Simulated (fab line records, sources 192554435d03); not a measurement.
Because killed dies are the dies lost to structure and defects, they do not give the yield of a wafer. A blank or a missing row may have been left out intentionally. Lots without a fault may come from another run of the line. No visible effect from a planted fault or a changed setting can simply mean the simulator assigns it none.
Which tool is to blame?    flow n5_finfet    9 lots with 27 wafers sampled at 6 steps, on a route of 1938 steps

== WHAT THE GAUGES SHOWED, per wafer ==
N5_DUMMY_GATE_CD_MEAS_15: target cd 25.8 nm.
lot   measured     on         cd_nm (nm)
L332  day 3 10:04  cd_sem-03  24.83 24.78 24.59
L340  day 5 09:39  cd_sem-03  24.86 24.94 24.89
L341  day 5 15:17  cd_sem-02  25.33 25.00 25.07
L343  day 6 05:19  cd_sem-01  25.01 24.77 25.31
L344  day 6 11:58  cd_sem-02  24.72 24.99 25.05
L346  day 6 22:19  cd_sem-01  24.97 24.85 25.08
L347  day 7 04:20  cd_sem-01  24.89 25.06 25.07
L348  day 7 09:19  cd_sem-01  24.99 25.03 24.53
L350  day 8 00:55  cd_sem-03  24.93 25.00 25.30

N5_DUMMY_GATE_CD_MEAS_24: target cd 15 nm.
lot   measured     on         cd_nm (nm)
L332  day 3 11:04  cd_sem-01  15.37 14.83 14.81
L340  day 5 10:39  cd_sem-01  14.13 13.66 13.85
L341  day 5 16:17  cd_sem-03  13.90 14.21 13.75
L343  day 6 06:44  cd_sem-02  15.12 15.28 15.04
L344  day 6 12:58  cd_sem-01  14.79 14.79 15.32
L346  day 6 23:32  cd_sem-03  14.78 14.99 15.03
L347  day 7 05:20  cd_sem-03  14.58 15.42 15.28
L348  day 7 10:19  cd_sem-01  14.55 14.70 15.18
L350  day 8 01:56  cd_sem-03  15.07 15.14 15.47

N5_DUMMY_GATE_INSPECT_27: inspects for defects (brightfield).
lot   measured     on                 raw_defect_count
L332  day 3 11:22  defect_inspect-02  322 408 338
L340  day 5 10:56  defect_inspect-01  354 259 272
L341  day 5 16:34  defect_inspect-02  432 338 302
L343  day 6 07:12  defect_inspect-01  310 395 280
L344  day 6 13:14  defect_inspect-02  305 337 179
L346  day 6 23:59  defect_inspect-01  230 233 190
L347  day 7 05:37  defect_inspect-02  166 360 280
L348  day 7 10:36  defect_inspect-01  298 365 279
L350  day 8 02:13  defect_inspect-01  191 326 230

N5_BEOL_M4_RC_MEAS_101.
lot   measured      on         DIBL_N (mV/V)   DIBL_P (mV/V)   IOFF_N (nA/um)     IOFF_P (nA/um)     ION_N (uA/um)  ION_P (uA/um)  SS_N (mV/dec)   SS_P (mV/dec)   VT_N (mV)          VT_P (mV)
L332  day 7 20:34   prober-02  35.9 35.5 35.7  36.3 36.4 36.2  0.161 0.155 0.155  0.233 0.227 0.229  680 690 681    471 476 472    71.5 70.4 70.8  73.6 72.9 73.7  247.7 246.8 246.7  -247 -247 -248
L343  day 12 04:12  prober-01  37.0 35.7 39.4  35.5 34.1 38.0  0.158 0.138 0.196  0.207 0.196 0.252  678 683 681    463 472 469    71.4 71.5 71.9  73.4 72.2 73.3  250.1 250.8 247.5  -250 -245 -245
L344  day 12 09:59  prober-02  35.4 34.9 35.6  37.3 36.4 37.5  0.158 0.147 0.172  0.225 0.215 0.238  674 675 680    462 469 472    71.5 71.8 70.5  74.0 73.4 73.7  251.2 249.0 248.5  -249 -249 -246
L346  day 12 16:52  prober-01  34.9 35.5 35.7  35.2 36.2 36.4  0.129 0.147 0.152  0.162 0.182 0.187  666 669 672    449 455 453    71.6 71.6 72.4  72.5 73.1 73.1  256.9 251.4 251.7  -258 -253 -254
L347  day 13 04:23  prober-02  38.3 38.5 37.0  36.4 36.8 35.2  0.164 0.166 0.143  0.178 0.186 0.159  679 676 678    460 451 459    70.9 71.7 71.3  73.2 73.6 72.5  250.1 251.8 249.1  -255 -254 -256
L348  day 12 18:44  prober-02  36.5 35.7 36.0  37.6 36.6 37.3  0.155 0.142 0.145  0.216 0.194 0.219  672 676 676    464 464 463    70.9 71.5 71.8  73.4 73.3 73.5  250.2 251.9 251.1  -248 -251 -248
L350  day 13 15:44  prober-02  34.4 35.5 35.8  35.3 36.5 36.0  0.122 0.139 0.135  0.160 0.180 0.172  668 681 664    457 462 452    70.6 71.3 71.3  72.8 73.1 72.6  253.7 249.6 249.5  -255 -254 -251

== TOOL THAT RAN EACH LOT (tool first, then ch and the chambers of the sampled wafers, then the start) ==
lot   N5_DUMMY_GATE_STRIP_41             N5_DUMMY_GATE_ETCH_44
L332  rie_diel-05 ch 2,3, day 3 10:40    rie_si-04 ch 0,2, day 3 10:58
L340  rie_diel-06 ch 0,1,2, day 5 10:14  rie_si-04 ch 0,3, day 5 10:32
L341  rie_diel-05 ch 0,1,3, day 5 15:53  rie_si-04 ch 0,2,3, day 5 16:11
L343  rie_diel-06 ch 1,2, day 6 06:20    rie_si-04 ch 1,2,3, day 6 06:38
L344  rie_diel-06 ch 1,2, day 6 12:34    rie_si-03 ch 0,3, day 6 12:51
L346  rie_diel-05 ch 0,1,3, day 6 23:08  rie_si-04 ch 0,2,3, day 6 23:26
L347  rie_diel-06 ch 0,3, day 7 04:56    rie_si-04 ch 0,1, day 7 05:13
L348  rie_diel-05 ch 0,3, day 7 09:55    rie_si-04 ch 1,2, day 7 10:12
L350  rie_diel-06 ch 0,2,3, day 8 01:32  rie_si-05 ch 1,2,3, day 8 01:49
- N5_DUMMY_GATE_STRIP_41: strips in O2.
- N5_DUMMY_GATE_ETCH_44: etches poly-Si in HBr/O2, stops on SiO2, target depth 127.5 nm.

== AS READ BY THE TOOLS THEMSELVES (means over the sampled wafers that have a number; for cases with no such wafer, the mark the record gives instead) ==
N5_DUMMY_GATE_STRIP_41.
lot   tool         drypump_motor_current_A (A)  oes_product_au (a.u.)  rf_vpp_V (V)  showerhead_plenum_p_Torr (Torr)  throttle_valve_pct (%)
L332  rie_diel-05  5.7                          0.83                   3.6           2.11                             16.67
L340  rie_diel-06  5.6                          0.75                   3.8           2.07                             16.80
L341  rie_diel-05  5.1                          0.79                   3.6           2.08                             16.56
L343  rie_diel-06  5.7                          0.72                   3.7           2.03                             16.80
L344  rie_diel-06  5.7                          0.72                   3.3           2.03                             16.82
L346  rie_diel-05  5.1                          0.78                   3.6           2.08                             16.57
L347  rie_diel-06  5.3                          0.71                   3.3           2.07                             16.97
L348  rie_diel-05  5.1                          0.71                   3.2           2.09                             16.77
L350  rie_diel-06  5.4                          0.74                   3.5           2.09                             16.90

N5_DUMMY_GATE_ETCH_44.
lot   tool       HBr_flow_sccm (sccm)  O2_flow_sccm (sccm)  bias_w (W)  drypump_motor_current_A (A)  oes_product_au (a.u.)  throttle_valve_pct (%)
L332  rie_si-04  120.4                 10.02                20.04       5.6                          0.712                  18.79
L340  rie_si-04  -                     -                    -           -                            -                      -
L341  rie_si-04  -                     -                    -           -                            -                      -
L343  rie_si-04  119.9                 9.99                 19.97       5.9                          0.735                  18.61
L344  rie_si-03  119.9                 10.03                20.07       5.8                          0.718                  18.25
L346  rie_si-04  119.9                 9.99                 19.99       5.6                          0.721                  18.78
L347  rie_si-04  120.0                 9.97                 20.00       6.3                          0.723                  18.56
L348  rie_si-04  120.0                 10.02                19.97       6.1                          0.729                  18.41
L350  rie_si-05  119.8                 10.00                19.98       5.7                          0.731                  18.68

== THE ANSWER, worked out from the rows above alone ==
Rule: usual is defined by the lots themselves. Put in order of their means at a reading, lots are off if they are a third of the lots or fewer, leave a main group of 4 or more, and stand apart from it by a gap of 3 or more times the standard deviation of the main group's means; of several such gaps the widest counts. The tables above print the reading to a certain number of digits; a main group whose means all agree to those digits is not used. A lot without any number at a reading at which 4 lots or more have one is off too. All remaining lots with rows at the step are treated as sound. After the gauges, taken in route order, come the tools' own readings; for these a lot's mean is taken, as printed above. The first step at which some lot is off is used, and at that step the reading that is off furthest; a lot without a number counts as furthest.
Off at N5_DUMMY_GATE_CD_MEAS_24 (cd_nm): L340, L341. The main group: mean 15.03 nm, standard deviation 0.13.
A tool fits if, at a process step before that reading, it ran every lot that is off, and no sound lot after the first of them. Not tried: the gauges at N5_DUMMY_GATE_CD_MEAS_24; whatever is off there is also off at N5_DUMMY_GATE_ETCH_44, on other tools, and gauge error can't account for it. None of those tried fits.

== WHAT WAS PUT IN BY THE SIMULATOR ==
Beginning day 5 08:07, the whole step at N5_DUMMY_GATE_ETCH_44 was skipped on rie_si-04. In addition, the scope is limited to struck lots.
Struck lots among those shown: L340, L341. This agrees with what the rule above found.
